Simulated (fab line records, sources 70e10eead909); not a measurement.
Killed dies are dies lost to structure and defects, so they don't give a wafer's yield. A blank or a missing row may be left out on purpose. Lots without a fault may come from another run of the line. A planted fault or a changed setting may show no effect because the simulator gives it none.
Which tool did it? | flow nand_harc | 6 lots, 18 wafers sampled, at 5 steps of a route of 1159

WHAT THE GAUGES READ, wafer by wafer
NHARC_END_SORT_01.
lot  | measured     | on        | killed_at_array
L604 | day 22 18:03 | prober-01 | 38 42 36

WHICH TOOL RAN EACH LOT (tool, then ch and the chambers of the sampled wafers, then the start)
lot  | NHARC_P_CONTACT_ALD_22              | NHARC_P_M0_DESCUM_14               | NHARC_P_M0_ETCH_34                 | NHARC_P_M0_STRIP_18
L593 | ald_metal-01 ch 1,2,3, day 5 16:46  | rie_diel-10 ch 0,2, day 6 01:27    | rie_diel-10 ch 0,1,3, day 6 01:32  | rie_diel-04 ch 1,2,3, day 6 01:51
L595 | ald_metal-04 ch 2,3, day 6 08:01    | rie_diel-10 ch 1,2,3, day 6 14:10  | rie_diel-10 ch 1,3, day 6 14:14    | rie_diel-03 ch 1,2, day 6 14:32
L604 | ald_metal-03 ch 0,1, day 8 23:35    | rie_diel-10 ch 0, day 9 02:01      | rie_diel-10 ch 2, day 9 02:05      | rie_diel-10 ch 2, day 9 02:25
L607 | ald_metal-04 ch 0,1,2, day 9 07:16  | rie_diel-04 ch 0,2,3, day 9 11:58  | rie_diel-04 ch 1,2,3, day 9 12:02  | rie_diel-04 ch 0,2,3, day 9 12:20
L612 | ald_metal-01 ch 1,2, day 10 11:58   | rie_diel-04 ch 1,3, day 10 17:17   | rie_diel-04 ch 0,2,3, day 10 17:23 | rie_diel-03 ch 1,2, day 10 17:40
L616 | ald_metal-04 ch 1,2,3, day 11 11:29 | rie_diel-10 ch 0,1,3, day 11 15:20 | rie_diel-10 ch 0,1,3, day 11 15:26 | rie_diel-10 ch 0,2, day 11 15:43
- NHARC_P_CONTACT_ALD_22: deposits TiN, target thk 3 nm, pulse time 1 s, ald cycles 150.
- NHARC_P_M0_DESCUM_14: chemistry O2, time 3 s.
- NHARC_P_M0_ETCH_34: etches the open film in N2/H2, target depth 40 nm, overetch 12 nm, time 43.94 s.
- NHARC_P_M0_STRIP_18: strips in N2/H2.

THE ANSWER, worked out from the rows above alone
Rule: what is usual is taken from the lots themselves. Put in order of their means at a reading, lots are off if they are a third of the lots or fewer, leave a main group of 4 or more, and stand apart from it by a gap of 3 or more times the standard deviation of the main group's means; of several such gaps the widest counts. A main group whose means are all the same, to the digits that the tables above print for the reading, isn't used. A lot without any number at a reading at which 4 lots or more have one is off too. The other lots that the step has rows for count as sound.
No lot is off at any reading shown: from this, nothing can be told.

WHAT THE SIMULATOR HAD PUT IN
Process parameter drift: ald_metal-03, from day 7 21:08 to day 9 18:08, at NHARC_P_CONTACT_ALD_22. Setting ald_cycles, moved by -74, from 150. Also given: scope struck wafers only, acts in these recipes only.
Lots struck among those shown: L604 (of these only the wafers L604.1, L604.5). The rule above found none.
